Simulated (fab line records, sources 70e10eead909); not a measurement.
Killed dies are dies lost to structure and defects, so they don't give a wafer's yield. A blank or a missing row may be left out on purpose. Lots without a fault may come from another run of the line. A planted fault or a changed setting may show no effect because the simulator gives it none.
A struck lot beside a sound one | flow nand_harc | 15 steps out of a route of 1302
Sound: wafers L694.2, L694.5, L694.6. Struck: wafers L686.2, L686.3, L686.6. The cause comes at the end.
At each step with rows: each side's tool, then ch and its chambers, then its first start. Under that, the readings that differ: sound wafers | struck wafers | difference of the means | sigmas: that difference in standard deviations of wafers without a fault.
alike: readings whose means differ by less than 2 such deviations, and words and numbers that are the same on both sides. not compared: withheld readings, readings that some wafer has no value for, bounds like >300 that may hide the same value, and numbers for which the record gives no deviation and whose values overlap.
The two part at a step that has a row with sigmas, a row that says differs or no value, or rows on one side only. Numbers that don't overlap but have no deviation are shown without sigmas and don't part them. A reading that every wafer of one side lacks parts them only if that side has two wafers or more.

first, 1 step without rows for these wafers: NHARC_A_ONON_D1_DEP_12 (target thk 1000 nm).
NHARC_A_ONON_D1_THK_MEAS_14: measures by ellipsometry.
  sound on film_metro-02, day 14 06:07; struck on film_metro-02, day 11 09:46
  alike: thk_nm
then, 2 steps without rows for these wafers: NHARC_A_ONON_D1_ANNEAL_15 (time 3600 s); NHARC_A_ONON_D1_DEP_16 (target thk 1000 nm).
NHARC_A_ONON_D1_THK_MEAS_18: measures by ellipsometry.
  sound on film_metro-01, day 14 14:00; struck on film_metro-01, day 11 17:36
  alike: thk_nm
then, 1 step without rows for these wafers: NHARC_A_ONON_D1_DEP_19 (target thk 1000 nm).
NHARC_A_ONON_D1_THK_MEAS_21: measures by ellipsometry.
  sound on film_metro-01, day 14 14:34; struck on film_metro-01, day 11 18:10
  reading     | sound         | struck      | difference | sigmas
  thk_nm (nm) | 1000 1000 999 | 970 970 971 | -29        | -2
then, 1 step without rows for these wafers: NHARC_A_ONON_D1_DEP_22 (target thk 1000 nm).
NHARC_A_ONON_D1_THK_MEAS_24: measures by ellipsometry.
  sound on film_metro-02, day 14 15:08; struck on film_metro-02, day 11 18:44
  alike: thk_nm
then, 1 step without rows for these wafers: NHARC_A_ONON_D1_DEP_25 (target thk 1000 nm).
NHARC_A_ONON_D1_THK_MEAS_27: measures by ellipsometry.
  sound on film_metro-02, day 14 15:42; struck on film_metro-02, day 11 19:18
  alike: thk_nm
NHARC_A_ONON_D1_DEP_28: target thk 1000 nm.
  sound on pecvd_onon-04 ch 0, day 14 15:49; struck on pecvd_onon-02 ch 0, day 11 19:25
NHARC_A_ONON_D1_THK_MEAS_30: measures by ellipsometry.
  sound on film_metro-02, day 14 16:16; struck on film_metro-01, day 11 19:52
  reading     | sound          | struck         | difference | sigmas
  thk_nm (nm) | 1006 1010 1008 | 1568 1569 1569 | +561       | +75
NHARC_A_ONON_D1_DEP_33: deposits SiO2, target thk 200 nm.
  sound on pecvd-02 ch 0,2, day 14 16:22; struck on pecvd-01 ch 0,1, day 11 19:58
  alike: heater_power_w, mfc_precursor_sccm, throttle_valve_pct
-- the record jumps here: 16 days lie between the struck wafers' starts before and after (it left off in module A_ONON_D1 and takes up again in module END, whose first step shown is number 1302 of the route) --
NHARC_END_SORT_01:
  the record has rows for the struck wafers here (prober-01 ch 0, day 28 06:00) and none for the sound ones

WHERE THEY PART
First at NHARC_A_ONON_D1_THK_MEAS_21; last, within this record, at NHARC_END_SORT_01.

WHY: what the simulator had put in
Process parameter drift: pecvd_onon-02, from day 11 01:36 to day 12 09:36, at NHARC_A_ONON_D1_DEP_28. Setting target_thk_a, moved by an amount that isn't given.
